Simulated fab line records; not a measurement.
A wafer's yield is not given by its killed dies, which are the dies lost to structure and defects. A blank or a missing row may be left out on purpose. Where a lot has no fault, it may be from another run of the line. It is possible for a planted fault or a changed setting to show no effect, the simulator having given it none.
Chamber matching || flow n5-finfet || N5_BEOL_M8_ETCH_72 on rie-diel-06 has 4 sister chambers
The step etches underlayer in N2/H2, target depth 6.5 nm, time 5.2 s. 16 wafers are shown with their chamber, then 8 later ones without.

== WAFERS WITH THEIR CHAMBER ==
{"wafer": "L074.4", "chamber": 3, "drypump-motor-current-A (A)": 6.6, "showerhead-plenum-p-Torr (Torr)": 2.57, "throttle-valve-pct (%)": 18.11}
{"wafer": "L074.5", "chamber": 0, "drypump-motor-current-A (A)": 6.2, "showerhead-plenum-p-Torr (Torr)": 2.48, "throttle-valve-pct (%)": 17.82}
{"wafer": "L074.6", "chamber": 1, "drypump-motor-current-A (A)": 4.8, "showerhead-plenum-p-Torr (Torr)": 2.41, "throttle-valve-pct (%)": 17.90}
{"wafer": "L077.1", "chamber": 2, "drypump-motor-current-A (A)": 5.4, "showerhead-plenum-p-Torr (Torr)": 2.45, "throttle-valve-pct (%)": 17.69}
{"wafer": "L077.2", "chamber": 0, "drypump-motor-current-A (A)": 6.3, "showerhead-plenum-p-Torr (Torr)": 2.48, "throttle-valve-pct (%)": 17.80}
{"wafer": "L077.5", "chamber": 1, "drypump-motor-current-A (A)": 4.9, "showerhead-plenum-p-Torr (Torr)": 2.41, "throttle-valve-pct (%)": 17.91}
{"wafer": "L079.3", "chamber": 0, "drypump-motor-current-A (A)": 6.2, "showerhead-plenum-p-Torr (Torr)": 2.47, "throttle-valve-pct (%)": 17.86}
{"wafer": "L079.4", "chamber": 3, "drypump-motor-current-A (A)": 6.6, "showerhead-plenum-p-Torr (Torr)": 2.57, "throttle-valve-pct (%)": 18.15}
{"wafer": "L079.5", "chamber": 2, "drypump-motor-current-A (A)": 5.4, "showerhead-plenum-p-Torr (Torr)": 2.44, "throttle-valve-pct (%)": 17.72}
{"wafer": "L081.2", "chamber": 3, "drypump-motor-current-A (A)": 6.6, "showerhead-plenum-p-Torr (Torr)": 2.57, "throttle-valve-pct (%)": 18.16}
{"wafer": "L081.4", "chamber": 0, "drypump-motor-current-A (A)": 6.2, "showerhead-plenum-p-Torr (Torr)": 2.47, "throttle-valve-pct (%)": 17.84}
{"wafer": "L081.5", "chamber": 1, "drypump-motor-current-A (A)": 4.8, "showerhead-plenum-p-Torr (Torr)": 2.41, "throttle-valve-pct (%)": 17.90}
{"wafer": "L086.3", "chamber": 3, "drypump-motor-current-A (A)": 6.6, "showerhead-plenum-p-Torr (Torr)": 2.56, "throttle-valve-pct (%)": 18.18}
{"wafer": "L086.4", "chamber": 1, "drypump-motor-current-A (A)": 4.9, "showerhead-plenum-p-Torr (Torr)": 2.40, "throttle-valve-pct (%)": 17.92}
{"wafer": "L086.5", "chamber": 0, "drypump-motor-current-A (A)": 6.2, "showerhead-plenum-p-Torr (Torr)": 2.47, "throttle-valve-pct (%)": 17.86}
{"wafer": "L091.1", "chamber": 2, "drypump-motor-current-A (A)": 5.5, "showerhead-plenum-p-Torr (Torr)": 2.44, "throttle-valve-pct (%)": 17.73}

SIGNATURES (averages over the wafers above)
{"reading": "drypump-motor-current-A", "chamber 0": 6.220, "chamber 1": 4.850, "chamber 2": 5.433, "chamber 3": 6.600, "scatter within a chamber": 0.0453}
{"reading": "showerhead-plenum-p-Torr", "chamber 0": 2.4740, "chamber 1": 2.4075, "chamber 2": 2.4433, "chamber 3": 2.5675, "scatter within a chamber": 0.0053}
{"reading": "throttle-valve-pct", "chamber 0": 17.8360, "chamber 1": 17.9075, "chamber 2": 17.7133, "chamber 3": 18.1500, "scatter within a chamber": 0.0232}
Rule: a wafer's distance from a chamber is the root of the sum, over the readings, of the square of ((its reading less the chamber's mean) divided by the reading's scatter). The wafer belongs to the nearest chamber; if the next one is less than 2 further off, it can't be placed. The scatter: the root of (the sum of the squares of (reading less its chamber's mean) over the shown wafers, divided by (wafers less chambers)).

== WAFERS WITHOUT THEIR CHAMBER ==
{"wafer": "L091.2", "drypump-motor-current-A (A)": 6.6, "showerhead-plenum-p-Torr (Torr)": 2.56, "throttle-valve-pct (%)": 18.18}
{"wafer": "L091.3", "drypump-motor-current-A (A)": 6.2, "showerhead-plenum-p-Torr (Torr)": 2.46, "throttle-valve-pct (%)": 17.85}
{"wafer": "L093.2", "drypump-motor-current-A (A)": 4.9, "showerhead-plenum-p-Torr (Torr)": 2.40, "throttle-valve-pct (%)": 17.99}
{"wafer": "L093.3", "drypump-motor-current-A (A)": 6.3, "showerhead-plenum-p-Torr (Torr)": 2.46, "throttle-valve-pct (%)": 17.91}
{"wafer": "L093.4", "drypump-motor-current-A (A)": 5.4, "showerhead-plenum-p-Torr (Torr)": 2.43, "throttle-valve-pct (%)": 17.76}
{"wafer": "L097.2", "drypump-motor-current-A (A)": 6.6, "showerhead-plenum-p-Torr (Torr)": 2.55, "throttle-valve-pct (%)": 18.20}
{"wafer": "L097.4", "drypump-motor-current-A (A)": 5.5, "showerhead-plenum-p-Torr (Torr)": 2.43, "throttle-valve-pct (%)": 17.77}
{"wafer": "L097.5", "drypump-motor-current-A (A)": 6.6, "showerhead-plenum-p-Torr (Torr)": 2.55, "throttle-valve-pct (%)": 18.20}

== CHAMBER TAKEN BY EACH ==
{"wafer": "L091.2", "from the rows above": 3, "in truth": 3}
{"wafer": "L091.3", "from the rows above": 0, "in truth": 0}
{"wafer": "L093.2", "from the rows above": 1, "in truth": 1}
{"wafer": "L093.3", "from the rows above": 0, "in truth": 0}
{"wafer": "L093.4", "from the rows above": 2, "in truth": 2}
{"wafer": "L097.2", "from the rows above": 3, "in truth": 3}
{"wafer": "L097.4", "from the rows above": 2, "in truth": 2}
{"wafer": "L097.5", "from the rows above": 3, "in truth": 3}
8 of 8 placed correctly. Not placeable from these rows: 0. Wrongly placed: 0.
